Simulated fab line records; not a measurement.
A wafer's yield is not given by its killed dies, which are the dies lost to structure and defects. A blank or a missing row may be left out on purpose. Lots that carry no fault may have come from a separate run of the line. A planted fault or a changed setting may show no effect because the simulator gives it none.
Matching of chambers | flow n5-finfet | N5_BEOL_M11_STRIP_36 on rie-diel-05 has 4 sister chambers
The step strips in N2/H2. 8 wafers are shown with their chamber, then 8 later ones without.

== EACH WAFER AND ITS CHAMBER ==
wafer  | chamber | showerhead-plenum-p-Torr (Torr) | throttle-valve-pct (%)
L083.1 | 3       | 2.63                            | 23.4
L083.2 | 0       | 2.52                            | 23.2
L087.5 | 2       | 2.48                            | 23.9
L087.6 | 1       | 2.69                            | 23.7
L089.1 | 0       | 2.51                            | 23.2
L089.4 | 2       | 2.48                            | 24.0
L089.6 | 1       | 2.69                            | 23.7
L092.1 | 3       | 2.62                            | 23.5

== WAFERS WITHOUT THEIR CHAMBER ==
wafer  | showerhead-plenum-p-Torr (Torr) | throttle-valve-pct (%)
L092.3 | 2.69                            | 23.8
L092.6 | 2.48                            | 24.0
L095.2 | 2.62                            | 23.5
L095.3 | 2.51                            | 23.2
L095.6 | 2.62                            | 23.5
L097.3 | 2.48                            | 24.0
L097.4 | 2.62                            | 23.5
L097.6 | 2.69                            | 23.8

== CHAMBER TAKEN BY EACH ==
wafer  | from the rows above | in truth
L092.3 | 1                   | 1
L092.6 | 2                   | 2
L095.2 | 3                   | 3
L095.3 | 0                   | 0
L095.6 | 3                   | 3
L097.3 | 2                   | 2
L097.4 | 3                   | 3
L097.6 | 1                   | 1
Placed correctly: 8 of 8. Not placeable from these rows: 0. Wrongly placed: 0.
How it was worked out, from the rows above alone: a wafer's distance from a chamber is the root of the sum, over the readings, of the square of ((its reading less the chamber's mean) divided by the reading's scatter). The wafer belongs to the nearest chamber; if the next one is less than 2 further off, it can't be placed. A chamber's mean is the mean of its shown wafers. The scatter is the square root of a quotient: the sum, over the shown wafers, of each reading's squared deviation from its chamber's mean, divided by wafers minus chambers.
